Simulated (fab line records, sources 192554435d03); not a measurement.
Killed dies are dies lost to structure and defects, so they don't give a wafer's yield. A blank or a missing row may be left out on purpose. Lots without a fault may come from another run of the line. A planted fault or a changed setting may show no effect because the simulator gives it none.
Split-lot experiment | flow n5_finfet | 7 lots, 21 wafers read, on a route of 1938 steps

THE SPLIT
At N5_MIM_BOT_SPUTTER_00 (material TiN, target thk 35 nm, time 89.7 s), the setting time_s was moved away from the recipe's 89.7 s on 6 of the 21 wafers read, by -13.8% to +13.0%. The other wafers ran this setting at the recipe's value.

The reading is taken at the split's own step.

THE READING
TiN_of_MIM_BOT_SPUTTER_00.thk_nm (the simulator's own value, which no gauge read), in nm, at N5_MIM_BOT_SPUTTER_00 (material TiN, target thk 35 nm, time 89.7 s). The file gives no usual value for it. The 15 wafers here that ran the recipe average 34.9 nm, standard deviation 0.39 nm.

wafer  | tool, chamber at the split | time_s as run, s | against the recipe | TiN_of_MIM_BOT_SPUTTER_00.thk_nm, nm | against lot-mates on the recipe
L074.2 | pvd_sputter-02, -          | 100.4            | +11.9%             | 39.2                                 | +4.2
L074.5 | pvd_sputter-02, -          | 100.4            | +11.9%             | 39.2                                 | +4.2
L074.4 | pvd_sputter-02, -          | 89.7             | recipe             | 35                                   | -
L077.2 | pvd_sputter-01, -          | 89.7             | recipe             | 35.4                                 | -
L077.4 | pvd_sputter-01, -          | 89.7             | recipe             | 35.4                                 | -
L077.6 | pvd_sputter-01, -          | 93.58            | +4.3%              | 36.8                                 | +1.4
L076.1 | pvd_sputter-02, -          | 101.4            | +13.0%             | 39.6                                 | +4.9
L076.2 | pvd_sputter-02, -          | 89.7             | recipe             | 34.6                                 | -
L076.6 | pvd_sputter-02, -          | 89.7             | recipe             | 34.8                                 | -
L082.2 | pvd_sputter-02, -          | 89.7             | recipe             | 35.2                                 | -
L082.3 | pvd_sputter-02, -          | 89.7             | recipe             | 35.4                                 | -
L082.4 | pvd_sputter-02, -          | 77.3             | -13.8%             | 30.8                                 | -4.5
L083.1 | pvd_sputter-03, -          | 95.66            | +6.6%              | 37                                   | +2.5
L083.3 | pvd_sputter-03, -          | 89.7             | recipe             | 34.4                                 | -
L083.4 | pvd_sputter-03, -          | 89.7             | recipe             | 34.6                                 | -
L090.1 | pvd_sputter-01, -          | 89.7             | recipe             | 35.2                                 | -
L090.2 | pvd_sputter-01, -          | 89.7             | recipe             | 35.2                                 | -
L090.6 | pvd_sputter-01, -          | 89.7             | recipe             | 34.8                                 | -
L095.1 | pvd_sputter-02, -          | 89.7             | recipe             | 34.6                                 | -
L095.4 | pvd_sputter-02, -          | 89.7             | recipe             | 34.2                                 | -
L095.6 | pvd_sputter-02, -          | 89.7             | recipe             | 34.4                                 | -

THE FIT
A straight line over all 21 wafers: TiN_of_MIM_BOT_SPUTTER_00.thk_nm changes by +0.339 nm for each +1% of time_s; r = +0.98; the points scatter about the line by 0.4 nm.
The same after taking each lot's own level away (the mean of its wafers on the recipe; 21 wafers): +0.35 nm for each +1%; r = +1.00; scatter 0.16 nm.
On that fit, the largest move of time_s shifts the reading by 4.8 nm.
The lots' own levels span 34.40 to 35.40 nm, that is 2.6 times the standard deviation above.
So the lot-to-lot level changes the slope little: the two slopes agree.
Check: with one of the wafers moved furthest among these (-13.8%) left out of the fit, the line predicts -5 nm for it against its lot-mates. It came out at -4.5 nm against them.

OTHER SPLITS ON THESE WAFERS
These wafers also went through other splits before the reading. Each is held against what the fit with the lots' levels taken away leaves over:
other split on the same wafers    | wafers away from the commonest value | r with TiN_of_MIM_BOT_SPUTTER_00.thk_nm (lot level and that fit taken away)
N5_BEOL_M12_SPUTTER_43 time_s     | 5                                    | +0.05
N5_BEOL_M13_ILD_DEP_00 time_s     | 6                                    | +0.13
N5_BEOL_M14_ILD_DEP_00 time_s     | 4                                    | -0.30
N5_BEOL_M14_COAT_04 spin_rpm      | 8                                    | +0.06
N5_BEOL_M14_PEB_26 peb_temp_c     | 6                                    | -0.11
N5_BEOL_M14_TRENCH_ETCH_34 bias_w | 10                                   | -0.05

THE FILE'S OWN FIT
TiN_of_MIM_BOT_SPUTTER_00.thk_nm changes by +0.351 nm for each +1% of time_s, r = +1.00.
